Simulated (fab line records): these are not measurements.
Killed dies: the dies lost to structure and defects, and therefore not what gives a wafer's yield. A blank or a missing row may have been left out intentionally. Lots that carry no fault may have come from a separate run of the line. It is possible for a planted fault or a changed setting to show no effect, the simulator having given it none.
Problem report, 8D (eight disciplines) form, completed by code | flow n5_finfet | the parts of the form that need people (team, actions taken, sign-off) are left out

== 1. THE ISSUE ==
A mean of 393.74 C is read at N5_HKMG_FIN_ALD_71 for susceptor_temp_C, taken on 1 wafer of 1 lot, against 400.02 C (standard deviation 0.2) on wafers free of any fault. Relative to the usual mean, that is a shift of -31 standard deviations.
The step: deposits TiN, target thk 1 nm, pulse time 1 s, purge time 3 s.
Earliest sighting: wafer L520.3 on ald_metal-04 at day 6 18:05. The record has a number at this step for 27 wafers belonging to 9 lots. Rule for "out" (also "out of limits"): further than 4 standard deviations from the usual mean. Any other wafer with a number is counted as sound.

== 2. WHAT THIS IS AND IS NOT ==
question                    | is               | is not
which readings at this step | susceptor_temp_C | heater_power_w, precursor_pulse_height_rel
which lots                  | L520             | L511, L512, L514, L515, L529, L531, L532, L533
which wafers of those lots  | L520.3           | L520.1, L520.4
read on which tools         | ald_metal-04     | ald_metal-01, ald_metal-03
when                        | from day 6 18:05 | up to then (14 sound wafers); but 12 sound wafers of L529, L531, L532, L533 came after

== 3. WHAT RULES OUT EACH SUSPECT ==
Counting: if a tool at a process step up to the reading ran every lot that is out, it stays a suspect. Sound lots after the first of them don't rule it out here, since some wafers of a struck lot are sound.
- rie_diel-01 at N5_HKMG_FIN_ETCH_35 (etches SOC in N2/H2, target depth 215.8 nm, time 243.4 s): kept. L520, the lot that is out, went through it at day 6 16:20; up to then, the latest sound lot through it was L515 at day 5 13:47.
- ald_metal-04 at N5_HKMG_FIN_ALD_71 (deposits TiN, target thk 1 nm, pulse time 1 s, purge time 3 s): kept. L520, the lot that is out, went through it at day 6 18:05; up to then, the latest sound lot through it was L515 at day 5 15:41. Out on those wafers are its own readings of susceptor_temp_C.
- At N5_HKMG_FIN_ALD_71, inside ald_metal-04: chamber 1 took the wafers that are out, while their sound lot-mates went through chambers 2, 3.
The count leaves ald_metal-04 at N5_HKMG_FIN_ALD_71 and rie_diel-01 at N5_HKMG_FIN_ETCH_35.

== 4. THE CAUSE (what the simulator had put in) ==
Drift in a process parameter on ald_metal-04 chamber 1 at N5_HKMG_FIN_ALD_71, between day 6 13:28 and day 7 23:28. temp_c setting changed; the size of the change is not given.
Of the 2 suspects that counting leaves, this tool is one.

== 5. THE EFFECT CHAIN, in route order ==
Each row: a reading where the mean over the struck wafers with a number is more than 3 standard deviations away from the usual. Scope: only readings with a usual standard deviation given in the record; hours: median across lots of the time from each lot's start at the first step in this table that gives one to its start at this step; sigmas: change in usual standard deviations.
hours | step               | reading          | usual    | on struck wafers | change | sigmas
0     | N5_HKMG_FIN_ALD_71 | susceptor_temp_C | 400.02 C | 393.74           | -6.28  | -31
Process steps it contains:
- N5_HKMG_FIN_ALD_71: deposits TiN, target thk 1 nm, pulse time 1 s, purge time 3 s.
Later measuring or inspecting steps at which every struck wafer that the step has a row for has a number for every such reading, and none has moved that far: N5_BEOL_M4_RC_MEAS_101.

== 6. WHAT WOULD HAVE CAUGHT IT SOONER ==
5 hours passed between the start of the fault at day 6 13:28 and the first reading out of limits in this record, taken at day 6 18:05.
